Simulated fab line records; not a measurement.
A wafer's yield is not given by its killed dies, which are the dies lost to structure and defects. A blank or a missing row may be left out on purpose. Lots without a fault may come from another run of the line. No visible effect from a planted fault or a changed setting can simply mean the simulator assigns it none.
Chamber matching	flow nand harc	NHARC_P_M2_DESCUM_14 on rie diel-01 has 4 sister chambers
The step chemistry O2, time 3 s. 18 wafers are shown with their chamber, then 9 later ones without.

EACH WAFER AND ITS CHAMBER
wafer	chamber	throttle valve pct (%)	oes product au (a.u.)	rf vpp V (V)
L428.1	1	11.297	0.992	57.7
L428.3	3	11.302	1.001	57.4
L428.6	0	11.316	0.989	56.8
L430.1	0	11.299	1.000	57.6
L430.2	2	11.313	1.003	58.9
L430.4	1	11.308	0.999	57.7
L431.1	3	11.298	1.000	58.4
L431.2	2	11.323	0.993	57.6
L431.6	1	11.318	0.995	55.7
L432.1	1	11.306	0.988	57.0
L432.5	2	11.314	0.990	58.4
L432.6	1	11.294	0.997	58.2
L434.3	2	11.309	1.007	57.2
L434.4	1	11.320	0.989	57.0
L434.5	2	11.319	1.001	58.3
L435.2	1	11.315	0.999	56.2
L435.3	2	11.317	0.998	56.4
L435.5	1	11.321	0.994	58.1

SIGNATURES (means of the wafers above)
reading	chamber 0	chamber 1	chamber 2	chamber 3	scatter within a chamber
throttle valve pct	11.30750	11.30987	11.31583	11.30000	0.00857
oes product au	0.99450	0.99413	0.99867	1.00050	0.00526
rf vpp V	57.200	57.200	57.800	57.900	0.872
Rule: for each reading, subtract the chamber's mean from the wafer's reading, divide by that reading's scatter and square the result; add these up over the readings and take the root, which gives the wafer's distance from the chamber. If the next closest chamber is less than 2 further off than the closest, the wafer can't be placed; otherwise it belongs to the closest. The scatter: the root of (the sum of the squares of (reading less its chamber's mean) over the shown wafers, divided by (wafers less chambers)).

WAFERS WHOSE CHAMBER IS MISSING
wafer	throttle valve pct (%)	oes product au (a.u.)	rf vpp V (V)
L436.1	11.319	0.992	57.0
L436.4	11.309	0.993	58.1
L436.6	11.312	1.002	58.0
L438.1	11.303	0.993	58.0
L438.3	11.309	1.009	58.7
L438.4	11.289	1.004	57.9
L440.1	11.314	1.002	58.0
L440.2	11.323	0.999	58.0
L440.3	11.322	0.998	57.3

THE CHAMBER EACH PASSED THROUGH
wafer	from the rows above	in truth
L436.1	can't be placed: 1 or 0 or 2 or 3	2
L436.4	can't be placed: 1 or 0 or 2 or 3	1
L436.6	can't be placed: 2 or 3 or 1 or 0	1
L438.1	can't be placed: 0 or 1 or 3 or 2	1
L438.3	can't be placed: 3 or 2 or 0 or 1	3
L438.4	can't be placed: 3 or 0 or 1 or 2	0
L440.1	can't be placed: 2 or 3 or 1 or 0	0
L440.2	can't be placed: 2 or 1 or 0 or 3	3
L440.3	can't be placed: 2 or 1 or 0 or 3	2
Correctly placed: 0 of 9. Can't be placed from these rows: 9 (the true chamber is among the candidates in 9). Placed wrongly: 0.
